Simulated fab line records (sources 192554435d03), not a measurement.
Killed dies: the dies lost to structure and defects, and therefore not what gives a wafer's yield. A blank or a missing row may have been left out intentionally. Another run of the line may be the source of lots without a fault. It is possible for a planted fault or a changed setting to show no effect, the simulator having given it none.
Chamber matching + flow n5 finfet + N5_BEOL_M0_PRE_CLEAN_131 on cvd co-01 has 3 sister chambers
The step time 15 s. 30 wafers are shown with their chamber, then 12 later ones without.

WAFERS WITH THEIR CHAMBER
| wafer  | chamber | heater power w (W) |
|--------|---------|--------------------|
| L074.1 | 2       | 103                |
| L074.2 | 1       | 70                 |
| L074.3 | 0       | 106                |
| L074.4 | 1       | 68                 |
| L074.5 | 2       | 104                |
| L074.6 | 0       | 100                |
| L079.3 | 2       | 105                |
| L079.4 | 2       | 104                |
| L079.6 | 0       | 104                |
| L080.1 | 2       | 106                |
| L080.3 | 1       | 69                 |
| L080.4 | 1       | 70                 |
| L081.2 | 1       | 69                 |
| L081.3 | 2       | 104                |
| L081.5 | 1       | 70                 |
| L082.3 | 1       | 69                 |
| L082.4 | 1       | 70                 |
| L082.6 | 2       | 103                |
| L087.2 | 0       | 104                |
| L087.3 | 1       | 71                 |
| L087.6 | 2       | 107                |
| L088.1 | 0       | 105                |
| L088.2 | 2       | 106                |
| L088.3 | 1       | 70                 |
| L088.4 | 0       | 107                |
| L088.5 | 1       | 70                 |
| L088.6 | 2       | 105                |
| L090.1 | 1       | 70                 |
| L090.3 | 0       | 102                |
| L090.5 | 2       | 104                |

SIGNATURES, as means of the wafers listed above
| reading        | chamber 0 | chamber 1 | chamber 2 | scatter within a chamber |
|----------------|-----------|-----------|-----------|--------------------------|
| heater power w | 104.00    | 69.67     | 104.64    | 1.46                     |
Rule: for a wafer and a chamber, the distance is found by dividing, reading by reading, the gap between the wafer's reading and the chamber's mean by the reading's scatter, squaring, summing and taking the root. The wafer belongs to the nearest chamber; if the next one is less than 2 further off, it can't be placed. The scatter: take each reading less its chamber's mean, square it, sum over the shown wafers, divide by the number of wafers less the number of chambers, and take the root.

WAFERS MISSING THEIR CHAMBER
| wafer  | heater power w (W) |
|--------|--------------------|
| L091.1 | 106                |
| L091.2 | 69                 |
| L091.4 | 105                |
| L093.1 | 107                |
| L093.5 | 105                |
| L093.6 | 106                |
| L094.2 | 69                 |
| L094.3 | 106                |
| L094.5 | 104                |
| L096.4 | 104                |
| L096.5 | 69                 |
| L096.6 | 109                |

WHICH CHAMBER EACH ONE RAN IN
| wafer  | from the rows above     | in truth |
|--------|-------------------------|----------|
| L091.1 | can't be placed: 2 or 0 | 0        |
| L091.2 | 1                       | 1        |
| L091.4 | can't be placed: 2 or 0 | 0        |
| L093.1 | can't be placed: 2 or 0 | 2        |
| L093.5 | can't be placed: 2 or 0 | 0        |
| L093.6 | can't be placed: 2 or 0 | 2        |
| L094.2 | 1                       | 1        |
| L094.3 | can't be placed: 2 or 0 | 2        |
| L094.5 | can't be placed: 0 or 2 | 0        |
| L096.4 | can't be placed: 0 or 2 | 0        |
| L096.5 | 1                       | 1        |
| L096.6 | can't be placed: 2 or 0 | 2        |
Correctly placed: 3 of 12. Not placeable from these rows: 9 (in 9, the candidates include the true chamber). 0 placed wrongly.
